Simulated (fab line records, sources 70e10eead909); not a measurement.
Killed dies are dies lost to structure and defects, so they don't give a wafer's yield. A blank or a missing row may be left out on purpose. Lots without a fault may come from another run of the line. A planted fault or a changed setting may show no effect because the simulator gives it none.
A struck lot beside a sound one | flow nand_harc | 14 steps out of a route of 1159
Sound: wafers L101.1, L101.2, L101.5. Struck: wafers L105.4, L105.5, L105.6. The cause comes at the end.
At each step with rows: each side's tool, then ch and its chambers, then its first start. Under that, the readings that differ: sound wafers | struck wafers | difference of the means | sigmas: that difference in standard deviations of wafers without a fault.
alike: readings whose means differ by less than 2 such deviations, and words and numbers that are the same on both sides. not compared: withheld readings, readings that some wafer has no value for, bounds like >300 that may hide the same value, and numbers for which the record gives no deviation and whose values overlap.
The two part at a step that has a row with sigmas, a row that says differs or no value, or rows on one side only. Numbers that don't overlap but have no deviation are shown without sigmas and don't part them. A reading that every wafer of one side lacks parts them only if that side has two wafers or more.

first, 1 step without rows for these wafers: NHARC_A_BLC_DESCUM_15 (chemistry O2, time 3 s).
NHARC_A_BLC_ETCH_16: etches the open film in CF4, target depth 39 nm, time 65 s.
  sound on rie_diel-08 ch 1,2, day 19 06:56; struck on rie_diel-10 ch 0,2,3, day 21 04:20
  alike: drypump_motor_current_A, oes_product_au, rf_vpp_V, showerhead_plenum_p_Torr, throttle_valve_pct
  not compared: rf_hours_counter_h
then, 1 step without rows for these wafers: NHARC_A_BLC_ETCH_17 (etches the open film in N2/H2, target depth 390 nm, time 609.38 s).
NHARC_A_BLC_ETCH_18: etches the open film in C4F8/O2/Ar, target depth 910 nm.
  sound on rie_diel-08 ch 0,2; struck on rie_diel-10 ch 1,2
  alike: oes_product_au, rf_vpp_V
  not compared: rf_hours_counter_h
NHARC_A_BLC_CD_MEAS_19:
  sound on cd_sem-03, day 19 07:49; struck on cd_sem-02, day 21 05:32
  alike: cd_nm
NHARC_A_BLC_STRIP_29: strips in CF4.
  sound on rie_diel-10 ch 0,2,3, day 19 07:55; struck on rie_diel-02 ch 1,2,3, day 21 05:39
  alike: drypump_motor_current_A, oes_product_au, rf_vpp_V, showerhead_plenum_p_Torr, throttle_valve_pct
  not compared: rf_hours_counter_h
then, 2 steps without rows for these wafers: NHARC_A_BLC_STRIP_21 (strips in O2); NHARC_A_BLC_STRIP_22 (strips in post etch residue remover, time 600 s).
NHARC_A_BLC_DEGAS_30: time 60 s.
  sound on pvd_sputter-03, day 19 08:25; struck on pvd_sputter-03, day 21 06:21
  reading              | sound | struck               | difference                   | sigmas
  susceptor_temp_C (C) | - - - | 299.87 299.93 300.14 | no value on the sound wafers |
  alike: heater_power_w
then, 2 steps without rows for these wafers: NHARC_A_BLC_PRE_CLEAN_31 (time 15 s); NHARC_A_BLC_PVD_32 (deposits Ti, target thk 5 nm, time 17.7 s).
NHARC_A_BLC_ALD_23: deposits TiN, target thk 3 nm, pulse time 1 s, ald cycles 150.
  sound on ald_metal-04 ch 1,2, day 19 08:40; struck on ald_metal-01 ch 0,3, day 21 06:35
  alike: heater_power_w, precursor_pulse_height_rel, susceptor_temp_C
NHARC_A_BLC_CVD_24: deposits W, target thk 150 nm, time 434 s.
  sound on cvd_w-01 ch 0,1, day 19 08:52; struck on cvd_w-02 ch 0,1, day 21 12:37
  alike: heater_power_w, susceptor_temp_C, throttle_valve_pct
NHARC_A_BLC_CMP_25: polishes, t overpolish 30 s, target thk 150 nm.
  sound on cmp-01 ch 0,2, day 19 09:25; struck on cmp-02 ch 0,1,2, day 21 13:04
  reading                | sound          | struck         | difference | sigmas
  time_to_endpoint_s (s) | 29.5 27.7 30.0 | 56.2 60.9 52.1 | +27.3      | +10
  alike: motor_current_A, overpolish_run_s

WHERE THEY PART
First at NHARC_A_BLC_DEGAS_30; last, within this record, at NHARC_A_BLC_CMP_25.

WHY: what the simulator had put in
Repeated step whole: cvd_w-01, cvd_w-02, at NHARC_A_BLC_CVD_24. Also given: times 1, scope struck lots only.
